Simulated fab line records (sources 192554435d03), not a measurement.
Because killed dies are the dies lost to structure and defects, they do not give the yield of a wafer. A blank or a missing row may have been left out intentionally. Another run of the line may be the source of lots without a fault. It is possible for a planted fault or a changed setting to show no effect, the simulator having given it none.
One fault through the eyes of 3 desks -- flow n5 finfet -- numbers are kept per desk, each desk with only its own; the story behind them comes last

## DESK OF THE TOOL OWNER: litho track-03
The tool's own readings at N5_BEOL_M11_COAT_05 (resist thk 90 nm): means of the sampled wafers that have a number, for each lot that ran on this tool. If a lot's mean is further than 4 standard deviations from the usual mean, the lot is out of limits and carries the mark OUT (the distance appears in the brackets).
Columns: A = chill plate temp C at N5_BEOL_M11_COAT_05, usual 23.01 C; B = spin speed rpm at N5_BEOL_M11_COAT_05, usual 1499.9 rpm
lot,first seen here,A,B
L448,day 12 07:26,22.99,1500.1
L451,day 13 13:36,22.88,1501.0
L452,day 13 15:46,22.93,1317.9 (-99 or more) OUT
L453,day 14 02:36,23.12,1319.5 (-99 or more) OUT
L469,day 20 10:43,22.98,1500.1
This desk's finding: out of limits on L452, L453; first on L452, day 13 15:46 (spin speed rpm at N5_BEOL_M11_COAT_05). In limits: L448, L451, L469.

## METROLOGY DESK
What the gauges read for every lot (on any tool): the sampled wafers with a number, averaged. If a lot's mean is further than 4 standard deviations from the usual mean, the lot is out of limits and carries the mark OUT (the distance appears in the brackets).
Columns: A = M10_THK at N5_BEOL_M10_THK_MEAS_53, usual 137.4 nm; B = M10_RS at N5_BEOL_M10_RS_MEAS_57, usual 0.1515 ohm/sq; C = M11_ILD_THK at N5_BEOL_M11_THK_MEAS_01, usual 267.8 nm; D = cd nm at N5_BEOL_M11_CD_MEAS_11, usual 63.9 nm; E = M11_OVL at N5_BEOL_M11_OVL_MEAS_12, usual 0.3 nm
lot,first seen here,A,B,C,D,E
L448,day 12 05:31,136.2,0.1536,269.6,64.3,0.8
L451,day 13 12:34,139.8,0.1491,267.0,63.5,-0.4
L452,day 13 14:33,136.7,0.1518,264.8,63.5,0.5
L453,day 14 01:27,133.9,0.1549,265.4,64.2,-0.3
L455,day 20 08:33,138.4,0.1497,269.9,64.3,0.3
L469,day 20 09:31,135.1,0.1544,266.4,63.9,-0.5
This desk found nothing out of limits on any of the 6 lots.

## THE DEFECT DESK
For each lot, the counts of the inspections along the route, averaged over the sampled wafers that have a number. If a lot's mean is further than 4 standard deviations from the usual mean, the lot is out of limits and carries the mark OUT (the distance appears in the brackets).
Columns: A = raw defect count at N5_BEOL_M10_INSPECT_58, usual 75; B = raw defect count at N5_BEOL_M11_INSPECT_13, usual 394
lot,first seen here,A,B
L448,day 12 05:40,40,327
L451,day 13 12:43,88,456
L452,day 13 14:43,61,402
L453,day 14 01:37,48,406
L455,day 20 08:43,92,367
L469,day 20 09:40,61,473
This desk found nothing out of limits on any of the 6 lots.

## BROUGHT TOGETHER
The tool owner's desk had the chance to raise an alarm at day 13 15:46 on L452, L453.
At the metrology desk, nothing out of limits was observed.
Nothing the defect desk looked at was out of limits.
The metrology desk holds a record of L452, L453, inside its limits.
The defect desk has L452, L453 on record, within its limits.
On litho track-03, each named lot ran N5_BEOL_M11_COAT_05.

## WHAT THE SIMULATOR HAD PUT IN
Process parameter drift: litho track-03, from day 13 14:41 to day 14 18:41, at N5_BEOL_M11_COAT_05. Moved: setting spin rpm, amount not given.
Shown lots that were struck: L452, L453.
How many hours passed from the start of the fault until each desk's first out-of-limits reading: the tool owner's desk, 1.
